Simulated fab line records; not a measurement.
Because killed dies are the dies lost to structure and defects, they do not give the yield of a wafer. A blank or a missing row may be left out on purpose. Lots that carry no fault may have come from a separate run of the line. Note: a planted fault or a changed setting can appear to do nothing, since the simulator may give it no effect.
A struck lot beside a sound one -- flow nandHarc -- 17 steps out of a route of 1302
Sound: these wafers, L569.1, L569.2, L569.3. The struck wafers were L575.1, L575.3, L575.6. At the end, the cause is stated.
At each step with rows: each side's tool, then ch and its chambers, then its first start. Under that, the readings that differ: sound wafers -- struck wafers -- difference of the means -- sigmas: that difference in standard deviations of wafers without a fault.
alike: words and numbers the same on both sides, and readings whose means are apart by under 2 such deviations; not compared: readings that were withheld, readings missing a value for some wafer, numbers with overlapping values and no deviation given by the record, and bounds like >300 which may hide the same value.
A row with sigmas, a row that says differs or no value, or rows on one side alone: a step with any of these is where the two part. When numbers do not overlap yet have no deviation, they are printed without sigmas and do not part them. Lack of a reading on every wafer of one side parts them only where that side has two or more wafers.

first, 1 step without rows for these wafers: NHARC_A_BONDPAD_ETCH_34 (etches the open film in N2/H2, target depth 60 nm, overetch 18 nm, time 65.91 s).
NHARC_A_BONDPAD_ETCH_12: etches the open film in CHF3/O2, target depth 220 nm, time 110 s.
  sound: rieDiel-08 ch 0,1,2; struck: rieDiel-08 ch 1,2,3
  alike: drypumpMotorCurrentA, mfcArSccm, o2FlowSccm, oesProductAu, rfVppV, showerheadPlenumPTorr, throttleValvePct
  not compared: rfHoursCounterH
NHARC_A_BONDPAD_CD_MEAS_13:
  sound on cdSem-01 at day 24 06:51; struck on cdSem-01 at day 26 17:41
  alike: cdNm
then, 1 step without rows for these wafers: NHARC_A_BONDPAD_STRIP_15 (strips in O2).
NHARC_A_BONDPAD_ETCH_24: etches the open film in CF4/N2, target depth 30 nm, time 72.99 s.
  sound: rieDiel-04 ch 1,2,3; struck: rieDiel-08 ch 1,2,3
  alike: drypumpMotorCurrentA, mfcArSccm, oesProductAu, rfVppV, showerheadPlenumPTorr, throttleValvePct
  not compared: rfHoursCounterH
then, 1 step without rows for these wafers: NHARC_A_BONDPAD_STRIP_16 (strips in post etch residue remover, time 600 s).
NHARC_A_BONDPAD_DEGAS_25: time 60 s.
  sound on pvdSputter-01 at day 24 07:29; struck on pvdSputter-02 at day 26 18:19
  alike: heaterPowerW
then, 1 step without rows for these wafers: NHARC_A_BONDPAD_PRE_CLEAN_26 (time 30 s).
NHARC_A_BONDPAD_PVD_17: deposits TaN, target thk 5 nm, time 8.06 s.
  sound on pvdSputter-01; struck on pvdSputter-02
  alike: throttleValvePct
then, 2 steps without rows for these wafers: NHARC_A_BONDPAD_PVD_27 (deposits Cu, target thk 30 nm, time 20.49 s); NHARC_A_BONDPAD_ECD_18 (material Cu, target thk 400 nm).
NHARC_A_BONDPAD_ANNEAL_28: time 90 s.
  sound on rtpAnneal-01 ch 0, day 24 08:13; struck on rtpAnneal-02 ch 0, day 26 19:03
  alike: annealTempC, wafer_temp_C_max
NHARC_A_BONDPAD_CMP_19: polishes, t overpolish 30 s, cu recess touch 16 s, target thk 169.82 nm.
  sound on cmp-02 ch 0,2,3, day 24 08:34; struck on cmp-02 ch 0,1,2, day 26 19:26
  no value came back on the struck wafers for any of 5 readings (cuRecessTouchS (s), edgeZonePressureFrac and others); on the sound wafers cuRecessTouchS (s) reads 16 16 16
NHARC_A_BONDPAD_THK_MEAS_20: measures by xrf.
  sound on filmMetro-01 at day 24 08:53; struck on filmMetro-01 at day 26 19:43
reading,sound,struck,difference,sigmas
thkNm (nm),170.9 170.3 171.2,397.9 402.5 402.0,+230.0,+99 or more
then, 1 step without rows for these wafers: NHARC_A_BONDPAD_SRD_21 (time 30 s, dry time 20 s).
NHARC_A_BONDPAD_INSPECT_23:
  sound on defectInspect-01 at day 24 09:10; struck on defectInspect-02 at day 26 19:56
reading,sound,struck,difference,sigmas
rawDefectCount,575 511 717,3259 3477 3237,+2723,+23
after that, 1 step had no rows for these wafers: NHARC_END_SORT_01.

## WHERE THEY PART
Last at NHARC_A_BONDPAD_INSPECT_23 as far as this record goes, first at NHARC_A_BONDPAD_CMP_19.

WHY: the cause the simulator had injected
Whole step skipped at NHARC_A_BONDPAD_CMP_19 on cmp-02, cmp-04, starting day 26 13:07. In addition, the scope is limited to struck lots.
